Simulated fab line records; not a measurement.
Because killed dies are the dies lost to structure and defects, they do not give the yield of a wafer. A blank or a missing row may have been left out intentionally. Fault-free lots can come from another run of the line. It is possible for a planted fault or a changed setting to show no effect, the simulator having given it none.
fab line records	flow nand_harc
[record] lots = 14	wafers = 42	last_day = 24
route steps=1159 shown P_CONTACT@241 P_M0@261
lots that met no fault: taken from a fault-free run of the same line
start_h: hours from the record's opening day to when the first of the lot's shown wafers began	wait_h: hours elapsed since this lot's preceding step	" the same as in the row above	L1.1+2: one row covering several wafers at once	- no value, or no start was given	* or withheld: withheld	< > ~ a bound
route shown NAME@n: NAME is a module with steps in the file, n the number in the route of the first one	usual: mean/standard deviation of fault-free wafers	same: alike in all rows	chamber/n: place in a boat	sites: each site's reading	_std_site: their standard deviation	_edge_site: the outer-site mean with the inner-site mean subtracted	radius_mm: how far each site lies from the wafer's centre	mask NAME#n: copy n	behind: the last tool/chamber to shape the wafer	hold: cause of the lot's hold/its duration in hours/its outcome	device: names the non-switching transistor (n, p or np)	end of line: the route-end tests of the same wafers	a step without rows: its recipe alone	killed: at the first sort, the dies lost to defects and structure; wafer yield is something else	map: a wafer's dies, marking killed ones x, the rest . and places with no die _
set.NAME: the setting that was run; set.NAME@STEP: the one run at that earlier step	model.NAME: the simulator's own value behind a step, which no gauge read
the route's steps for a sample of lots (tables are steps, rows are wafers)
services: from which hour (start_h, from the record's first day; less than 0 if before it) a tool's chamber was out of use, for how many hours, and why
[[steps]]
[step NHARC_P_CONTACT_CD_MEAS_19]
[usual] cd_nm = 90.1/1.2
lot.wafer	tool	chamber	start_h	wait_h	cd_nm
L329.4	cd_sem-03	-	110.21	-	89.4
L329.5	"	-	"	"	89.8
L329.6	"	-	"	"	91.0
L330.4	cd_sem-01	-	118.87	-	88.0
L330.5	"	-	"	"	89.7
L330.6	"	-	"	"	89.4
L331.1	cd_sem-02	-	131.00	-	88.7
L331.3	"	-	"	"	91.2
L331.4	"	-	"	"	89.3
L332.1	cd_sem-02	-	131.17	-	91.2
L332.2	"	-	"	"	90.4
L332.6	"	-	"	"	90.9
L338.1	cd_sem-02	-	166.92	-	88.4
L338.2	"	-	"	"	90.1
L338.5	"	-	"	"	91.2
L340.1	cd_sem-02	-	176.98	-	90.6
L340.3	"	-	"	"	91.5
L340.6	"	-	"	"	91.4
L339.1	cd_sem-01	-	177.22	-	88.3
L339.2	"	-	"	"	91.5
L339.3	"	-	"	"	90.3
L344.1	cd_sem-02	-	202.09	-	88.9
L344.2	"	-	"	"	88.3
L344.4	"	-	"	"	89.2
L343.1	cd_sem-03	-	203.98	-	91.7
L343.4	"	-	"	"	91.4
L343.6	"	-	"	"	91.6
L345.1	cd_sem-01	-	208.40	-	89.3
L345.3	"	-	"	"	88.9
L345.6	"	-	"	"	90.8
L347.2	cd_sem-03	-	216.82	-	88.7
L347.3	"	-	"	"	89.7
L347.4	"	-	"	"	89.9
L350.1	cd_sem-03	-	233.49	-	91.9
L350.3	"	-	"	"	91.2
L350.4	"	-	"	"	90.4
L349.1	cd_sem-03	-	234.10	-	90.5
L349.3	"	-	"	"	90.2
L349.4	"	-	"	"	90.1
L351.2	cd_sem-02	-	246.51	-	91.4
L351.4	"	-	"	"	89.9
L351.6	"	-	"	"	90.9
[step NHARC_P_M0_PEB_07]
[recipe] peb_temp_c = 100	peb_time_s = 65
[usual] chill_plate_temp_C = 23.01/0.095	heater_power_total_W = 156.6/0.42	plate_temp_C = 99.98/0.14
lot.wafer	tool	chamber	start_h	wait_h	chill_plate_temp_C	heater_power_total_W	plate_temp_C
L329.4	litho_track-01	0	116.08	0.0	23.16	156.9	100.13
L329.5	"	0	"	"	23.14	157.0	99.98
L329.6	"	0	"	"	23.01	156.7	100.01
L330.4	litho_track-04	0	130.89	0.0	22.97	156.8	99.93
L330.5	"	0	"	"	23.23	157.2	99.89
L330.6	"	0	"	"	23.02	156.6	99.82
L331.1	litho_track-04	0	134.03	0.1	22.96	156.5	100.03
L331.3	"	0	"	"	22.96	157.0	100.11
L331.4	"	0	"	"	23.01	156.6	99.98
L332.1	litho_track-06	0	134.54	0.1	23.07	155.9	99.73
L332.2	"	0	"	"	23.02	156.1	99.78
L332.6	"	0	"	"	23.06	156.5	99.81
L338.1	litho_track-06	0	169.88	0.1	23.03	148.7	96.03
L338.2	"	0	"	"	23.00	148.9	96.12
L338.5	"	0	"	"	23.20	148.9	96.36
L340.1	litho_track-06	0	181.00	0.1	22.92	147.9	96.41
L340.3	"	0	"	"	22.98	148.1	96.26
L340.6	"	0	"	"	23.01	148.4	96.30
L339.1	litho_track-06	0	181.36	0.1	22.89	148.8	96.04
L339.2	"	0	"	"	22.96	147.9	96.12
L339.3	"	0	"	"	22.95	148.2	96.09
L344.1	litho_track-04	0	213.28	0.1	22.88	157.1	99.73
L344.2	"	0	"	"	22.95	156.4	99.86
L344.4	"	0	"	"	22.99	157.2	99.75
L343.1	litho_track-04	0	213.84	0.1	22.91	157.0	100.40
L343.4	"	0	"	"	22.96	156.4	100.08
L343.6	"	0	"	"	22.94	156.7	100.25
L345.1	litho_track-01	0	214.37	0.1	23.00	157.0	99.91
L345.3	"	0	"	"	22.80	156.0	99.84
L345.6	"	0	"	"	23.04	156.4	99.70
L347.2	litho_track-01	0	219.86	0.1	23.20	156.1	100.13
L347.3	"	0	"	"	22.99	156.0	100.27
L347.4	"	0	"	"	23.04	156.6	100.10
L349.1	litho_track-01	0	239.73	0.1	23.06	156.5	99.83
L349.3	"	0	"	"	22.92	156.0	100.12
L349.4	"	0	"	"	23.10	156.3	100.00
L350.1	litho_track-01	0	239.88	0.1	23.08	157.1	99.95
L350.3	"	0	"	"	23.02	157.2	99.91
L350.4	"	0	"	"	22.96	156.3	99.88
L351.2	litho_track-01	0	249.55	0.1	23.06	156.3	100.07
L351.4	"	0	"	"	22.95	156.1	100.17
L351.6	"	0	"	"	23.03	156.9	100.07
[step NHARC_P_M0_OVL_MEAS_10]
[recipe] pitch_nm = 180
[usual] overlay_x_nm = -0.1/0.71	overlay_y_nm = 0.1/0.77
lot.wafer	tool	chamber	start_h	wait_h	overlay_x_nm	overlay_y_nm
L329.4	overlay-01	-	116.25	-	0.3	0.3
L329.5	"	-	"	"	-0.6	0.6
L329.6	"	-	"	"	-0.1	0.0
L330.4	overlay-02	-	131.06	-	-1.0	0.7
L330.5	"	-	"	"	-0.6	0.3
L330.6	"	-	"	"	-0.2	0.4
L331.1	overlay-02	-	134.20	-	-0.8	1.0
L331.3	"	-	"	"	-0.5	0.9
L331.4	"	-	"	"	-0.8	1.1
L332.1	overlay-02	-	134.70	-	0.6	0.4
L332.2	"	-	"	"	0.5	0.7
L332.6	"	-	"	"	0.6	1.5
L338.1	overlay-01	-	170.05	-	-0.5	-0.7
L338.2	"	-	"	"	0.0	-1.0
L338.5	"	-	"	"	-0.6	-0.3
L340.1	overlay-01	-	181.18	-	-0.2	0.5
L340.3	"	-	"	"	-0.4	-0.2
L340.6	"	-	"	"	-0.1	-0.9
L339.1	overlay-02	-	181.53	-	0.4	0.5
L339.2	"	-	"	"	-0.1	0.3
L339.3	"	-	"	"	0.0	0.4
L344.1	overlay-01	-	213.45	-	0.6	-0.1
L344.2	"	-	"	"	0.5	-0.2
L344.4	"	-	"	"	0.3	-0.9
L343.1	overlay-02	-	214.00	-	-0.6	1.1
L343.4	"	-	"	"	-1.1	0.9
L343.6	"	-	"	"	-0.2	0.9
L345.1	overlay-01	-	214.53	-	0.7	-1.5
L345.3	"	-	"	"	0.5	-1.3
L345.6	"	-	"	"	0.6	-1.6
L347.2	overlay-02	-	220.02	-	-0.8	0.2
L347.3	"	-	"	"	-1.0	0.4
L347.4	"	-	"	"	-0.3	0.4
L349.1	overlay-02	-	239.90	-	0.2	-1.2
L349.3	"	-	"	"	0.0	-0.8
L349.4	"	-	"	"	0.1	-0.6
L350.1	overlay-01	-	240.05	-	-1.0	-0.9
L350.3	"	-	"	"	-1.0	-0.8
L350.4	"	-	"	"	-0.8	-0.9
L351.2	overlay-02	-	249.72	-	0.3	0.1
L351.4	"	-	"	"	-0.1	0.0
L351.6	"	-	"	"	-0.2	-0.8
[step NHARC_P_M0_DESCUM_14]
[recipe] time_s = 3	o2_flow_sccm = 200	ar_flow_sccm = 0	bias_power_w = 0	chemistry = O2
[usual] drypump_motor_current_A = 5.70/0.26	oes_product_au = 1.001/0.0097	rf_vpp_V = 57.8/0.9	showerhead_plenum_p_Torr = 1.90/0.09	throttle_valve_pct = 11.311/0.0091
lot.wafer	tool	chamber	start_h	wait_h	drypump_motor_current_A	oes_product_au	rf_hours_counter_h	rf_vpp_V	showerhead_plenum_p_Torr	throttle_valve_pct
L329.5	rie_diel-09	0	116.38	0.1	5.24	0.995	-	58.2	2.03	11.315
L329.6	"	1	"	"	5.68	0.982	-	59.5	2.04	11.318
L329.4	"	3	"	"	5.66	0.990	-	57.2	1.85	11.322
L330.4	rie_diel-06	1	131.18	0.1	5.58	1.018	3.2	58.5	1.83	11.303
L330.5	"	2	"	"	5.70	1.006	-	58.1	2.00	11.325
L330.6	"	3	"	"	5.90	1.009	-	57.3	1.84	11.294
L331.1	rie_diel-09	1	134.30	0.1	5.68	1.002	3.5	56.4	2.04	11.310
L331.3	"	1	"	"	5.70	0.983	-	59.0	2.04	11.323
L331.4	"	3	"	"	5.63	0.996	-	57.8	1.85	11.311
L332.2	rie_diel-02	3	134.82	0.1	5.86	1.014	9.3	57.9	1.96	11.303
L332.1	"	0	"	"	5.92	1.015	10.4	55.5	1.83	11.308
L332.6	"	2	"	"	5.99	1.011	-	58.9	1.83	11.308
L338.1	rie_diel-09	0	170.14	0.1	5.25	0.996	5.9	58.2	2.02	11.305
L338.2	"	1	"	"	5.66	0.978	6.8	58.5	2.04	11.313
L338.5	"	0	"	"	5.25	0.990	-	57.1	2.02	11.301
L340.3	rie_diel-09	1	181.29	0.1	5.69	0.982	7.6	57.8	2.04	11.307
L340.1	"	3	"	"	5.66	0.990	7.5	57.3	1.85	11.299
L340.6	"	1	"	"	5.70	0.980	-	59.3	2.03	11.320
L339.2	rie_diel-09	1	181.63	0.1	5.69	0.983	7.7	58.7	2.03	11.309
L339.1	"	3	"	"	5.66	0.994	7.5	57.6	1.85	11.317
L339.3	"	0	"	"	5.25	0.991	7.0	57.8	2.02	11.308
L344.1	rie_diel-09	1	213.57	0.1	5.68	0.991	8.8	58.8	2.03	11.318
L344.2	"	2	"	"	5.77	0.996	5.7	57.4	1.81	11.310
L344.4	"	3	"	"	5.67	0.985	8.5	56.7	1.85	11.294
L343.1	rie_diel-02	1	214.13	0.1	6.03	1.005	3.7	56.3	2.02	11.305
L343.4	"	2	"	"	6.00	0.999	3.1	58.9	1.82	11.320
L343.6	"	1	"	"	6.04	1.006	-	58.7	2.02	11.312
L345.3	rie_diel-09	1	214.63	0.1	5.67	0.989	8.8	58.7	2.03	11.306
L345.1	"	2	"	"	5.75	0.997	5.7	57.7	1.81	11.309
L345.6	"	1	"	"	5.66	0.988	-	59.3	2.03	11.326
L347.3	rie_diel-02	0	220.13	0.1	5.92	1.004	4.4	58.5	1.83	11.311
L347.4	"	1	"	"	6.01	1.008	4.0	57.6	2.02	11.305
L347.2	"	2	"	"	6.00	1.013	3.3	58.1	1.82	11.312
L349.4	rie_diel-06	0	239.99	0.1	5.21	0.993	10.8	57.7	1.83	11.311
L349.1	"	2	"	"	5.72	1.014	11.0	59.3	1.99	11.316
L349.3	"	3	"	"	5.89	1.007	11.2	57.2	1.84	11.319
L350.4	rie_diel-02	1	240.15	0.1	6.04	1.014	5.8	57.7	2.02	11.312
L350.3	"	2	"	"	6.01	0.999	5.3	55.9	1.82	11.299
L350.1	"	3	"	"	5.85	1.012	5.3	57.6	1.96	11.306
L351.4	rie_diel-02	2	249.82	0.1	6.02	1.013	5.8	56.3	1.82	11.315
L351.2	"	1	"	"	6.03	1.007	6.5	57.9	2.02	11.282
L351.6	"	2	"	"	5.99	1.018	-	56.4	1.82	11.298
[[services]]
tool	chamber	start_h	hours	kind
litho_track-01	-	93.00	7.0	pm
rie_diel-09	0	110.61	-	clean
rie_diel-09	1	110.61	-	clean
rie_diel-09	2	110.61	-	clean
rie_diel-09	3	110.61	-	clean
rie_diel-09	2	114.31	30.4	repair
litho_track-06	-	117.00	7.0	pm
rie_diel-09	0	129.59	11.9	repair
rie_diel-09	1	135.15	-	clean
rie_diel-09	3	135.15	-	clean
rie_diel-02	-	138.99	0.2	repair
litho_track-04	-	141.00	7.0	pm
rie_diel-02	-	150.70	9.0	pm
rie_diel-09	2	157.49	3.7	repair
rie_diel-09	0	159.65	-	clean
rie_diel-09	1	159.65	-	clean
rie_diel-09	3	159.65	-	clean
rie_diel-09	0	184.15	-	clean
rie_diel-09	-	185.47	8.0	repair
rie_diel-06	2	198.20	4.0	repair
rie_diel-06	0	211.83	9.2	repair
rie_diel-06	3	213.21	4.4	repair
rie_diel-06	-	213.33	0.4	repair
rie_diel-06	-	241.20	9.0	pm
[[key]]
[first_sign] step = NHARC_P_M0_PEB_07	reading = plate_temp_C	direction = down	sigmas = 27	usual = *	struck = *
[effect] step = NHARC_P_M0_PEB_07	reading = heater_power_total_W	direction = down	sigmas = 20	usual = *	struck = *
met_at NHARC_P_M0_PEB_07
struck_lots L338,L339,L340
sort_left_out L338.1,L338.2,L338.5,L339.1,L339.2,L339.3,L340.1,L340.3,L340.6
not_acting_at NHARC_P_CONTACT_CD_MEAS_19,NHARC_P_M0_OVL_MEAS_10,NHARC_P_M0_DESCUM_14
onset_between 134.54 169.88
[fault] kind = process_parameter_drift	tool = litho_track-06	chamber = -	onset_h = 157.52	steps = NHARC_P_M0_PEB_07	channel = peb_temp_c	offset = *	shape = step	end_h = 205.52	acts_in = *	stated = *
// sort_left_out: the simulated sort isn't trusted on such a fault, so these wafers' sort isn't shown, and their yield isn't known
